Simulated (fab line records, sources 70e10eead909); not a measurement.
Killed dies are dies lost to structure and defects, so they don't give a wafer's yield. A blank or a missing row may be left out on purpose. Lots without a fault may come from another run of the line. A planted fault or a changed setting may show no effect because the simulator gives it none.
Chamber matching | flow nand_harc | NHARC_A_M1_STRIP_18 on rie_diel-01: 4 sister chambers
The step strips in N2/H2. 20 wafers are shown with their chamber, then 10 later ones without.

WAFERS WITH THEIR CHAMBER
wafer  | chamber | showerhead_plenum_p_Torr (Torr) | drypump_motor_current_A (A) | oes_product_au (a.u.)
L075.2 | 0       | 2.08                            | 6.4                         | 1.008
L075.3 | 2       | 2.02                            | 4.9                         | 1.009
L075.5 | 3       | 2.05                            | 5.8                         | 0.983
L076.3 | 1       | 1.95                            | 6.2                         | 0.991
L076.5 | 3       | 2.05                            | 5.8                         | 0.993
L076.6 | 2       | 2.01                            | 4.9                         | 1.008
L080.3 | 0       | 2.08                            | 6.4                         | 1.003
L080.4 | 2       | 2.01                            | 4.9                         | 1.017
L080.6 | 0       | 2.08                            | 6.4                         | 1.000
L082.1 | 2       | 2.01                            | 4.9                         | 1.021
L082.2 | 3       | 2.05                            | 5.8                         | 0.992
L082.3 | 0       | 2.08                            | 6.4                         | 1.003
L082.4 | 1       | 1.95                            | 6.1                         | 0.997
L082.5 | 3       | 2.05                            | 5.8                         | 0.996
L082.6 | 0       | 2.08                            | 6.4                         | 1.006
L081.2 | 2       | 2.01                            | 4.9                         | 1.030
L081.4 | 1       | 1.95                            | 6.2                         | 0.999
L081.6 | 1       | 1.95                            | 6.1                         | 0.991
L084.3 | 3       | 2.05                            | 5.8                         | 0.998
L084.4 | 2       | 2.01                            | 4.9                         | 1.019

SIGNATURES (means of the wafers above)
reading                  | chamber 0 | chamber 1 | chamber 2 | chamber 3 | scatter within a chamber
showerhead_plenum_p_Torr | 2.0800    | 1.9500    | 2.0117    | 2.0500    | 0.00228
drypump_motor_current_A  | 6.400     | 6.150     | 4.900     | 5.800     | 0.025
oes_product_au           | 1.00400   | 0.99450   | 1.01733   | 0.99240   | 0.00589
Rule: a wafer's distance from a chamber is the root of the sum, over the readings, of the square of ((its reading less the chamber's mean) divided by the reading's scatter). The wafer belongs to the nearest chamber; if the next one is less than 2 further off, it can't be placed. The scatter: the root of (the sum of the squares of (reading less its chamber's mean) over the shown wafers, divided by (wafers less chambers)).

WAFERS WITHOUT THEIR CHAMBER
wafer  | showerhead_plenum_p_Torr (Torr) | drypump_motor_current_A (A) | oes_product_au (a.u.)
L084.6 | 2.01                            | 4.9                         | 1.035
L086.4 | 2.05                            | 5.8                         | 0.999
L086.5 | 1.95                            | 6.2                         | 0.993
L086.6 | 2.08                            | 6.4                         | 1.003
L089.2 | 2.08                            | 6.4                         | 1.002
L089.3 | 1.95                            | 6.1                         | 1.002
L089.4 | 2.05                            | 5.8                         | 0.995
L091.3 | 2.05                            | 5.7                         | 0.988
L091.4 | 2.07                            | 6.4                         | 0.994
L091.5 | 1.95                            | 6.2                         | 0.991

WHICH CHAMBER EACH WENT THROUGH
wafer  | from the rows above | in truth
L084.6 | 2                   | 2
L086.4 | 3                   | 3
L086.5 | 1                   | 1
L086.6 | 0                   | 0
L089.2 | 0                   | 0
L089.3 | 1                   | 1
L089.4 | 3                   | 3
L091.3 | 3                   | 3
L091.4 | 0                   | 0
L091.5 | 1                   | 1
Placed correctly: 10 of 10. Can't be placed from these rows: 0. Placed wrongly: 0.
